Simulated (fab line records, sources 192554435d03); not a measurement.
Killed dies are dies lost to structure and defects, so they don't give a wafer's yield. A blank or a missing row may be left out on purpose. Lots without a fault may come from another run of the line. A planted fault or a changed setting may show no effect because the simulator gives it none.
fab line records | flow n5_finfet
record lots=10 wafers=27 last_day=18
route steps=1938 shown SD_EPI_P@314 SDB@349 BEOL_M4@1111
lots that met no fault: from a run of the same line without faults
start_h: hours from the record's first day to the start of the lot's first wafer shown | wait_h: hours since the lot's step before | " the same as in the row above | L1.1+2: a row that stands for several wafers | - no value, or no start given | * or withheld: withheld | < > ~ a bound
route shown NAME@n: a module of which the file shows steps, and the number in the route of the first | usual: mean/standard deviation of fault-free wafers | same: alike in all rows | chamber/n: place in a boat | sites: the reading at each site | _std_site: their standard deviation | _edge_site: outer sites' mean less inner sites' | radius_mm: how far each site lies from the wafer's centre | mask NAME#n: copy n | behind: the tool/chamber that last shaped the wafer | hold: why the lot was held/for how many hours/how that ended | device: the transistor (n, p or np) that didn't switch | end of line: the same wafers' tests at the end of the route | a step without rows: its recipe alone | killed: dies lost to structure and defects at the first sort, not the wafer's yield | map: a wafer's dies, x killed, . not, _ none there
set.NAME: the setting as run; set.NAME@STEP: as run at that earlier step | model.NAME: the simulator's own value behind a step, which no gauge read
steps of the route over a sample of lots; a table a step, a row a wafer
services: from which hour (start_h, from the record's first day; less than 0 if before it) a tool's chamber was out of use, for how many hours, and why
## steps
# step N5_SD_EPI_P_SD_RECESS_17
# recipe chemistry=HBr/Cl2/O2 target_depth_a=391 bt_time_s=3 pressure_mtorr=10 icp_w=800 bias_w=112 HBr_flow_sccm=150 Cl2_flow_sccm=80 O2_flow_sccm=12
# usual HBr_flow_sccm=150.0/0.43 drypump_motor_current_A=5.9/0.32 oes_product_au=0.993/0.014 rf_fwd_power_W=794.7/2.5 throttle_valve_pct=36.91/0.3
# columns lot.wafer tool chamber start_h wait_h HBr_flow_sccm drypump_motor_current_A oes_product_au rf_fwd_power_W rf_hours_counter_h throttle_valve_pct
L468.1 rie_si-02 3 61.32 0.0 149.7 5.8 0.977 795.0 190 36.99
L468.2 " 0 " " 150.5 5.9 1.003 799.1 186 36.79
L468.4 " 2 " " 150.1 5.3 0.982 793.5 81 37.37
L471.1 rie_si-05 1 81.25 0.0 150.7 5.8 1.012 795.1 150 36.70
L471.3 " 0 " " 150.3 6.0 0.960 793.0 157 37.29
L471.6 " 0 " " 150.0 6.0 0.964 790.4 - 37.30
L473.1 rie_si-05 3 92.86 0.0 150.3 5.6 1.000 792.4 165 36.75
L473.3 " 2 " " 150.1 6.2 0.993 796.1 16 36.41
L473.5 " 3 " " 150.5 5.6 0.999 795.5 - 36.74
L474.2 rie_si-01 1 95.97 0.0 150.9 5.7 0.993 795.3 51 36.81
L474.4 " 3 " " 149.6 6.4 0.970 798.1 123 37.32
L474.6 " 0 " " 150.1 5.8 0.993 795.3 - 37.21
L475.3 rie_si-02 1 104.98 0.0 149.9 6.3 0.998 794.5 7 36.75
L475.5 " 1 " " 150.6 6.3 0.992 793.9 - 36.74
L477.1 rie_si-02 3 118.83 0.0 150.2 5.7 0.990 792.4 191 36.99
L477.2 " 2 " " 149.9 5.3 0.987 795.3 82 37.34
L478.2 rie_si-05 1 122.53 0.0 149.5 5.9 1.017 794.4 150 36.70
L478.3 " 2 " " 149.8 6.2 1.004 796.9 17 36.41
L486.1 rie_si-02 2 168.59 0.0 149.5 5.3 0.983 795.1 83 37.37
L486.3 " 1 " " 150.2 6.2 0.992 797.6 8 36.75
L486.4 " 0 " " 150.0 6.0 1.014 794.6 188 36.78
L488.2 rie_si-02 2 181.27 0.0 149.1 5.3 0.984 790.5 83 37.36
L488.3 " 0 " " 150.3 5.9 1.009 798.0 188 36.78
L488.4 " 2 " " 149.6 5.3 0.990 790.3 - 37.36
L490.2 rie_si-01 2 191.46 0.0 148.9 6.3 1.021 795.9 157 36.76
L490.4 " 1 " " 151.0 5.7 0.994 793.3 53 36.79
L490.5 " 3 " " 149.8 6.3 0.968 796.5 - 37.32
# step N5_SD_EPI_P_STRIP_40
# recipe chemistry=N2/H2 power_w=1000 temp_c=250 h2_frac=0.65 overash_fraction=0.3 pressure_mtorr=withheld n2_flow_sccm=1750 h2_flow_sccm=3250
# usual drypump_motor_current_A=5.6/0.36 heater_power_w=337/22 oes_product_au=0.760/0.012
# columns lot.wafer tool chamber start_h wait_h drypump_motor_current_A heater_power_w oes_product_au rf_hours_counter_h
L468.1 plasma_asher-02 1 61.47 0.0 5.6 379 0.791 84
L468.2 " 0 " " 5.9 320 0.745 84
L468.4 " 0 " " 5.9 323 0.762 -
L471.1 plasma_asher-02 0 81.39 0.0 5.9 311 0.776 87
L471.3 " 1 " " 5.6 379 0.770 -
L471.6 " 0 " " 5.9 320 0.753 -
L473.1 plasma_asher-01 1 93.00 0.0 5.7 324 0.760 43
L473.3 " 0 " " 5.0 326 0.747 -
L473.5 " 1 " " 5.7 323 0.745 -
L474.2 plasma_asher-01 0 96.11 0.0 5.0 328 0.771 44
L474.4 " 0 " " 5.0 326 0.762 -
L474.6 " 0 " " 5.0 328 0.776 -
L475.3 plasma_asher-02 0 105.14 0.0 5.9 317 0.768 -
L475.5 " 1 " " 5.6 362 0.750 -
L477.1 plasma_asher-02 0 118.98 0.0 6.0 319 0.760 94
L477.2 " 1 " " 5.6 369 0.780 94
L478.2 plasma_asher-02 0 122.68 0.0 5.9 325 0.756 95
L478.3 " 0 " " 5.9 317 0.758 -
L486.1 plasma_asher-01 0 168.74 0.0 5.0 330 0.771 57
L486.3 " 1 " " 5.7 328 0.770 -
L486.4 " 0 " " 4.9 330 0.778 -
L488.2 plasma_asher-02 1 181.41 0.0 5.6 373 0.751 108
L488.3 " 0 " " 5.9 323 0.757 -
L488.4 " 1 " " 5.6 379 0.748 -
L490.2 plasma_asher-02 0 191.61 0.0 5.9 319 0.745 109
L490.4 " 0 " " 5.9 327 0.776 -
L490.5 " 0 " " 6.0 326 0.780 -
# step N5_SDB_COAT_04
# recipe resist=SiARC temp_c=220 time_s=60 spin_rpm=1500 resist_thk_nm=18
# usual run_length_s=66.29/0.21
# columns lot.wafer tool chamber start_h wait_h run_length_s
L468.1 litho_track-05 0 72.36 - 66.04
L468.2 " 0 " " 66.21
L468.4 " 0 " " 66.15
L471.1 litho_track-04 0 92.74 - 66.42
L471.3 " 0 " " 66.42
L471.6 " 0 " " 66.60
L473.1 litho_track-04 0 103.23 - 66.40
L473.3 " 0 " " 66.47
L473.5 " 0 " " 66.62
L474.2 litho_track-04 0 106.42 - 66.42
L474.4 " 0 " " 66.59
L474.6 " 0 " " 66.49
L475.3 litho_track-04 0 116.21 - 78.57
L475.5 " 0 " " 66.61
L477.1 litho_track-04 0 129.09 - 78.74
L477.2 " 0 " " 66.51
L478.2 litho_track-04 0 132.73 - 66.41
L478.3 " 0 " " 78.54
L486.1 litho_track-02 0 179.54 - 66.27
L486.3 " 0 " " 66.12
L486.4 " 0 " " 66.47
L488.2 litho_track-04 0 192.54 - 66.50
L488.3 " 0 " " 66.46
L488.4 " 0 " " 66.54
L490.2 litho_track-05 0 201.75 - 66.09
L490.4 " 0 " " 66.21
L490.5 " 0 " " 66.11
# step N5_SDB_ETCH_17
# recipe chemistry=CF4 target=SiARC target_depth_a=234 mask_material=CAR-ArF time_s=39 ion_energy_ev=80 pressure_mtorr=40 source_w=545 bias_w=36 Ar_flow_sccm=100 cf4_flow_sccm=100 ends=cleared
# usual drypump_motor_current_A=5.8/0.5 etch_rf_on_time_s=39.0/0.49 oes_product_au=0.70/0.073 rf_fwd_power_W=533.4/2.8 rf_vpp_V=184.0/1.2 showerhead_plenum_p_Torr=2.13/0.069 throttle_valve_pct=15.56/0.2
# columns lot.wafer tool chamber start_h wait_h drypump_motor_current_A etch_rf_on_time_s oes_product_au rf_fwd_power_W rf_hours_counter_h rf_vpp_V showerhead_plenum_p_Torr throttle_valve_pct
L468.1 rie_diel-04 0 72.85 0.0 6.7 38.6 0.63 532.0 184 182.9 2.05 15.47
L468.2 " 2 " " 5.5 38.6 0.65 535.5 130 185.4 2.16 15.84
L468.4 " 3 " " 5.9 39.4 0.58 538.8 247 185.3 2.19 15.85
L471.1 rie_diel-04 2 93.21 0.0 5.5 39.3 0.63 533.6 142 185.6 2.16 15.86
L471.3 " 1 " " 5.3 38.8 0.74 532.4 39 186.9 2.27 15.57
L471.6 " 1 " " 5.3 38.6 0.74 534.8 - 186.6 2.27 15.56
L473.1 rie_diel-04 1 103.72 0.0 5.3 38.4 0.74 534.9 44 184.4 2.26 15.57
L473.3 " 0 " " 6.7 38.4 0.62 532.1 201 181.6 2.04 15.50
L473.5 " 2 " " 5.5 38.8 0.64 530.9 - 182.3 2.16 15.88
L474.2 rie_diel-06 2 106.78 0.0 5.8 39.9 0.59 534.8 238 183.4 2.11 15.72
L474.4 " 3 " " 5.4 39.1 0.77 533.2 - 184.1 2.11 15.11
L474.6 " 1 " " 6.0 39.2 0.64 533.1 - 184.9 2.06 15.55
L475.3 rie_diel-04 0 116.70 0.0 6.6 38.2 0.62 532.7 206 183.3 2.04 15.50
L475.5 " 3 " " 5.8 38.2 0.81 539.1 - 185.3 2.19 15.36
L477.1 rie_diel-04 1 129.73 0.0 5.3 38.0 0.73 536.2 52 186.5 2.26 15.59
L477.2 " 2 " " 5.5 38.8 0.64 531.5 155 184.4 2.15 15.90
L478.2 rie_diel-06 1 133.22 0.0 6.0 39.0 0.63 529.7 179 183.9 2.05 15.57
L478.3 " 3 " " 5.5 39.0 0.76 534.7 23 184.2 2.11 15.16
L486.1 rie_diel-05 3 180.03 0.0 6.6 39.5 0.65 530.8 151 183.6 2.15 15.72
L486.3 " 1 " " 5.9 38.7 0.75 530.1 49 183.4 2.09 15.52
L486.4 " 0 " " 6.0 38.5 0.77 530.0 20 184.1 2.11 15.61
L488.2 rie_diel-05 3 193.20 0.0 6.6 39.8 0.64 531.8 156 184.0 2.15 15.73
L488.3 " 0 " " 6.1 38.2 0.77 531.1 25 183.3 2.11 15.63
L488.4 " 1 " " 5.9 38.9 0.74 530.4 54 183.9 2.09 15.53
L490.2 rie_diel-05 1 202.39 0.0 5.9 39.2 0.73 527.7 58 182.7 2.08 15.54
L490.4 " 3 " " 6.7 39.6 0.64 532.8 159 184.0 2.15 15.74
L490.5 " 3 " " 6.6 39.7 0.64 533.5 - 184.6 2.15 15.73
# step N5_BEOL_M4_RC_MEAS_101
# usual DIBL_N=35.8/1.5 DIBL_P=35.8/1.7 IOFF_N=0.151/0.022 IOFF_P=0.204/0.027 ION_N=673/8.6 ION_P=462/5.4 SS_N=71.4/0.54 SS_P=73.3/0.56 VT_N=250.5/2.6 VT_P=-251/3.1
# columns lot.wafer tool chamber start_h wait_h DIBL_N[mV/V] DIBL_P[mV/V] IOFF_N[nA/um] IOFF_P[nA/um] ION_N[uA/um] ION_P[uA/um] SS_N[mV/dec] SS_P[mV/dec] VT_N[mV] VT_P[mV]
L468.1 prober-01 0 195.01 0.0 36.7 36.4 0.153 0.202 689 467 71.5 73.5 251.2 -252
L468.2 " 0 " " 38.6 38.9 0.196 0.240 686 472 71.4 74.0 245.2 -247
L468.4 " 0 " " 35.3 34.2 0.126 0.182 673 462 70.3 72.3 252.9 -250
L471.1 prober-01 0 201.71 0.0 35.7 35.7 0.134 0.195 666 460 70.8 73.8 251.8 -251
L471.3 " 0 " " 37.4 38.1 0.174 0.230 678 464 72.0 73.9 247.8 -248
L471.6 " 0 " " 36.9 38.1 0.166 0.226 674 465 71.2 73.9 247.5 -248
L473.1 prober-01 0 213.03 0.0 35.9 35.1 0.147 0.208 672 461 71.2 73.5 249.1 -250
L473.3 " 0 " " 37.2 35.1 0.158 0.207 672 460 72.3 73.6 249.3 -251
L473.5 " 0 " " 34.3 32.0 0.118 0.164 659 457 71.1 72.1 252.1 -254
L474.2 prober-01 0 215.84 0.2 33.4 32.7 0.110 0.178 655 458 71.1 72.8 256.1 -254
L474.4 " 0 " " 36.2 36.8 0.159 0.238 675 467 71.8 73.8 250.2 -249
L474.6 " 0 " " 33.5 33.2 0.118 0.193 662 460 71.7 72.7 255.2 -249
L475.3 prober-02 0 226.93 0.3 36.0 36.8 0.169 0.232 680 460 71.8 73.4 247.9 -249
L475.5 " 0 " " 35.8 36.5 0.161 0.217 669 464 71.2 73.5 250.9 -248
L477.1 prober-02 0 235.25 0.0 35.9 33.8 0.138 0.196 679 468 70.7 73.1 251.4 -251
L477.2 " 0 " " 37.7 36.1 0.172 0.232 688 468 72.0 73.9 246.9 -248
L478.2 prober-02 0 241.11 0.2 36.6 37.6 0.159 0.189 673 456 72.3 73.7 249.8 -254
L478.3 " 0 " " 34.6 35.6 0.127 0.160 670 459 71.2 73.6 254.3 -256
L486.1 prober-01 0 293.58 0.0 35.5 35.9 0.154 0.236 683 470 71.2 73.3 249.0 -248
L486.3 " 0 " " 34.6 34.2 0.140 0.209 671 460 71.5 73.4 249.2 -248
L486.4 " 0 " " 34.8 34.8 0.146 0.215 678 466 71.4 73.5 249.4 -249
L488.2 prober-01 0 297.00 0.2 35.9 36.2 0.163 0.224 680 471 71.2 73.9 248.4 -248
L488.3 " 0 " " 35.7 37.0 0.162 0.232 677 472 71.3 74.4 247.8 -249
L488.4 " 0 " " 35.5 36.0 0.160 0.228 685 468 70.9 73.7 250.4 -251
L490.2 prober-01 0 320.38 0.2 35.3 34.7 0.133 0.178 662 455 70.6 72.8 254.3 -255
L490.4 " 0 " " 36.9 36.3 0.159 0.211 670 460 71.9 74.2 251.2 -252
L490.5 " 0 " " 35.5 35.1 0.136 0.187 660 458 71.2 72.3 253.6 -252
## services
# columns tool chamber start_h hours kind
rie_si-02 0 51.27 8.7 repair
rie_diel-04 - 61.93 2.8 pm
rie_si-01 0 62.02 8.5 repair
rie_si-02 0 69.88 1.5 repair
rie_diel-05 - 74.63 28.1 pm
rie_diel-04 1 78.33 10.2 repair
rie_si-05 1 83.72 27.0 repair
rie_diel-04 3 88.69 - clean
rie_diel-04 3 88.69 - consumable_replace:focus_ring
rie_diel-04 3 88.69 15.3 scheduled_down
rie_diel-04 3 88.69 15.3 vent_cycle
plasma_asher-02 - 101.13 2.2 repair
rie_diel-06 0 103.79 6.8 repair
rie_diel-05 0 117.17 - clean
rie_diel-05 0 117.17 - consumable_replace:focus_ring
rie_diel-04 0 122.85 9.1 repair
rie_diel-04 3 134.61 8.3 repair
rie_diel-06 2 170.36 8.9 repair
rie_si-02 3 171.17 - clean
rie_si-02 3 171.17 19.8 scheduled_down
rie_si-02 3 171.17 19.8 vent_cycle
rie_diel-06 3 172.60 2.8 repair
rie_si-05 1 175.41 2.0 repair
rie_si-05 3 193.80 12.5 repair
## key
first_sign step=N5_SDB_COAT_04 reading=run_length_s direction=up sigmas=60 usual=* struck=*
effect none on later readings
met_at N5_SDB_COAT_04
struck_lots L475,L477,L478
struck_wafers L475.3,L477.1,L478.3
not_acting_at N5_SD_EPI_P_SD_RECESS_17,N5_SD_EPI_P_STRIP_40,N5_SDB_ETCH_17
onset_between 106.42 116.21
fault kind=process_parameter_drift tool=litho_track-04 chamber=- onset_h=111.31 steps=N5_SDB_COAT_04 channel=time_s offset=* shape=step end_h=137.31 scope=struck_wafers_only acts_in=* stated=*
